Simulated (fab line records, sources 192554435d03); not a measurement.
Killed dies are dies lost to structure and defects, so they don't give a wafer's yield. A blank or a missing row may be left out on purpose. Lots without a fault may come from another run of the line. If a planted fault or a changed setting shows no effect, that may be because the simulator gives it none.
Matching of chambers / flow n5-finfet / rie-diel-05 running N5_BEOL_M10_VIA_ETCH_34: 4 sister chambers
The step etches SiCOH lowk in C4F6/O2, target depth 184.5 nm, time 69.2 s. 4 wafers are shown with their chamber, then 8 later ones without.

WAFERS WITH THEIR CHAMBER
wafer=L087.1; chamber=3; showerhead-plenum-p-Torr (Torr)=2.82
wafer=L087.5; chamber=0; showerhead-plenum-p-Torr (Torr)=3.03
wafer=L088.5; chamber=1; showerhead-plenum-p-Torr (Torr)=2.78
wafer=L094.2; chamber=2; showerhead-plenum-p-Torr (Torr)=2.94

WAFERS MISSING THEIR CHAMBER
wafer=L094.4; showerhead-plenum-p-Torr (Torr)=3.03
wafer=L094.5; showerhead-plenum-p-Torr (Torr)=3.03
wafer=L095.3; showerhead-plenum-p-Torr (Torr)=3.02
wafer=L095.5; showerhead-plenum-p-Torr (Torr)=3.02
wafer=L095.6; showerhead-plenum-p-Torr (Torr)=2.77
wafer=L097.1; showerhead-plenum-p-Torr (Torr)=2.80
wafer=L097.5; showerhead-plenum-p-Torr (Torr)=2.94
wafer=L097.6; showerhead-plenum-p-Torr (Torr)=2.80

CHAMBER TAKEN BY EACH
wafer=L094.4; from the rows above=0; in truth=0
wafer=L094.5; from the rows above=0; in truth=0
wafer=L095.3; from the rows above=0; in truth=0
wafer=L095.5; from the rows above=0; in truth=0
wafer=L095.6; from the rows above=1; in truth=1
wafer=L097.1; from the rows above=can't be placed: 1 or 3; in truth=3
wafer=L097.5; from the rows above=2; in truth=2
wafer=L097.6; from the rows above=can't be placed: 1 or 3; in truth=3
Correctly placed: 6 of 8. Unplaceable from these rows: 2, with the true chamber sitting among the candidates in 2. Wrongly placed: 0.
How it was worked out, from the rows above alone: a wafer's distance from a chamber is the root of the sum, over the readings, of the square of ((its reading less the chamber's mean) divided by the reading's scatter). The wafer belongs to the nearest chamber; if the next one is less than 2 further off, it can't be placed. The mean given for a chamber averages the wafers shown for that chamber. The scatter: root of mean squared gap, hidden wafer to nearest shown wafer, with one shown wafer a chamber.
